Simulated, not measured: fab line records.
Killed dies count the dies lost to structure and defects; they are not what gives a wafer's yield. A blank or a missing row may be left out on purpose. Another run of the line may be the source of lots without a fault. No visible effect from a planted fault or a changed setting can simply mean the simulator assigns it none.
Which tool is to blame? | flow n5_finfet | Sampling: 6 lots, 17 wafers, 2 of 1938 route steps

WHAT THE GAUGES READ, wafer by wafer
N5_MIM_BOT_LITHO_CD_MEAS_08: target cd 3000 nm.
lot  | measured     | on        | cd_nm (nm)
L424 | day 13 06:44 | cd_sem-03 | 2999.4 2999.6 2997.9
L427 | day 13 20:53 | cd_sem-02 | 2998.9 2998.3 2999.4
L431 | day 14 15:54 | cd_sem-03 | 2998.4 3003.6 3003.5
L436 | day 15 13:45 | cd_sem-03 | 3000.5 3001.7 3000.2
L440 | day 15 23:28 | cd_sem-01 | 3001.4 3002.1
L443 | day 17 09:39 | cd_sem-03 | 3001.0 2999.2 3000.7

WHAT TOOL EACH LOT RAN ON (gives the tool, then ch and the chambers of the sampled wafers, and finally the start)
lot  | N5_HKMG_FIN_NWFM_ALD_20
L424 | ald_metal-03 ch 0,1,3, day 4 23:10
L427 | ald_metal-03 ch 2,3, day 5 11:18
L431 | ald_metal-03 ch 0,3, day 6 11:00
L436 | ald_metal-02 ch 0,1,3, day 7 21:17
L440 | ald_metal-02 ch 1,3, day 8 14:58
L443 | ald_metal-02 ch 0,3, day 9 16:27
- N5_HKMG_FIN_NWFM_ALD_20: deposits TiAlC, target thk 2 nm, pulse time 3 s, purge time 2 s.

THE ANSWER, worked out from the rows above alone
Rule: usual is defined by the lots themselves. The widest of any qualifying gaps counts: lots, ordered by their means at a reading, are off when they make up no more than a third of the lots, leave a main group of 4 or more, and stand apart from it by 3 or more times the standard deviation of that group's means. The tables above print the reading to a certain number of digits; a main group whose means all agree to those digits is not used. A lot without any number at a reading at which 4 lots or more have one is off too. All remaining lots with rows at the step are treated as sound.
No lot is off at any reading shown: from this, nothing can be told.

WHAT WAS PUT IN BY THE SIMULATOR
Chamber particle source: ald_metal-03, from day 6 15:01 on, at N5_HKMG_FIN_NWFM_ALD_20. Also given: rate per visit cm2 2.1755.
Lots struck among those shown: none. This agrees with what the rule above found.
